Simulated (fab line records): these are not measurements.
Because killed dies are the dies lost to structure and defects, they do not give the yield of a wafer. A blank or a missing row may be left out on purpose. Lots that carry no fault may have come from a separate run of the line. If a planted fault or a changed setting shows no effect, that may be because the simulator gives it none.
Matching of chambers | flow n5-finfet | rie-diel-05 running N5_BEOL_M1_ETCH_74: 4 sister chambers
The step etches underlayer in N2/H2, target depth 6.5 nm, time 5.2 s. 22 wafers are shown with their chamber, then 11 later ones without.

== WAFERS WITH THEIR CHAMBER ==
wafer  | chamber | showerhead-plenum-p-Torr (Torr) | throttle-valve-pct (%) | etch-rf-on-time-s (s)
L075.2 | 2       | 2.66                            | 18.5                   | 5.29
L075.4 | 3       | 2.67                            | 17.7                   | 5.30
L075.5 | 1       | 2.59                            | 17.9                   | 5.25
L076.1 | 1       | 2.59                            | 17.9                   | 5.22
L076.3 | 3       | 2.67                            | 17.7                   | 5.24
L076.4 | 2       | 2.66                            | 18.5                   | 5.26
L080.1 | 0       | 2.41                            | 18.1                   | 4.91
L080.2 | 3       | 2.66                            | 17.8                   | 5.24
L080.4 | 2       | 2.65                            | 18.5                   | 5.21
L081.1 | 1       | 2.58                            | 17.9                   | 5.23
L081.2 | 2       | 2.65                            | 18.5                   | 5.23
L081.3 | 3       | 2.66                            | 17.8                   | 5.29
L083.1 | 0       | 2.41                            | 18.1                   | 4.95
L083.2 | 2       | 2.65                            | 18.5                   | 5.25
L083.4 | 3       | 2.66                            | 17.8                   | 5.27
L084.1 | 1       | 2.58                            | 17.9                   | 5.20
L084.3 | 2       | 2.65                            | 18.5                   | 5.21
L084.6 | 1       | 2.58                            | 17.9                   | 5.15
L085.2 | 1       | 2.58                            | 17.9                   | 5.20
L085.3 | 0       | 2.41                            | 18.1                   | 4.97
L085.6 | 3       | 2.66                            | 17.8                   | 5.33
L091.2 | 1       | 2.58                            | 17.9                   | 5.20

SIGNATURES (averages over the wafers above)
reading                  | chamber 0 | chamber 1 | chamber 2 | chamber 3 | scatter within a chamber
showerhead-plenum-p-Torr | 2.4100    | 2.5829    | 2.6533    | 2.6633    | 0.00477
throttle-valve-pct       | 18.100    | 17.900    | 18.500    | 17.767    | 0.0272
etch-rf-on-time-s        | 4.9433    | 5.2071    | 5.2417    | 5.2783    | 0.0325
Rule: for a wafer and a chamber, the distance is found by dividing, reading by reading, the gap between the wafer's reading and the chamber's mean by the reading's scatter, squaring, summing and taking the root. If the next closest chamber is less than 2 further off than the closest, the wafer can't be placed; otherwise it belongs to the closest. The scatter: the root of (the sum of the squares of (reading less its chamber's mean) over the shown wafers, divided by (wafers less chambers)).

== WAFERS WHOSE CHAMBER IS MISSING ==
wafer  | showerhead-plenum-p-Torr (Torr) | throttle-valve-pct (%) | etch-rf-on-time-s (s)
L091.3 | 2.40                            | 18.1                   | 4.98
L091.4 | 2.65                            | 17.8                   | 5.25
L094.2 | 2.57                            | 17.9                   | 5.23
L094.5 | 2.64                            | 18.6                   | 5.19
L094.6 | 2.57                            | 17.9                   | 5.20
L095.1 | 2.65                            | 17.8                   | 5.28
L095.3 | 2.57                            | 17.9                   | 5.16
L095.4 | 2.40                            | 18.2                   | 4.96
L096.1 | 2.57                            | 17.9                   | 5.22
L096.2 | 2.65                            | 17.8                   | 5.25
L096.3 | 2.64                            | 18.6                   | 5.21

== WHICH CHAMBER EACH ONE RAN IN ==
wafer  | from the rows above | in truth
L091.3 | 0                   | 0
L091.4 | 3                   | 3
L094.2 | 1                   | 1
L094.5 | 2                   | 2
L094.6 | 1                   | 1
L095.1 | 3                   | 3
L095.3 | 1                   | 1
L095.4 | 0                   | 0
L096.1 | 1                   | 1
L096.2 | 3                   | 3
L096.3 | 2                   | 2
Placed correctly: 11 of 11. From these rows, 0 cannot be placed. 0 placed wrongly.
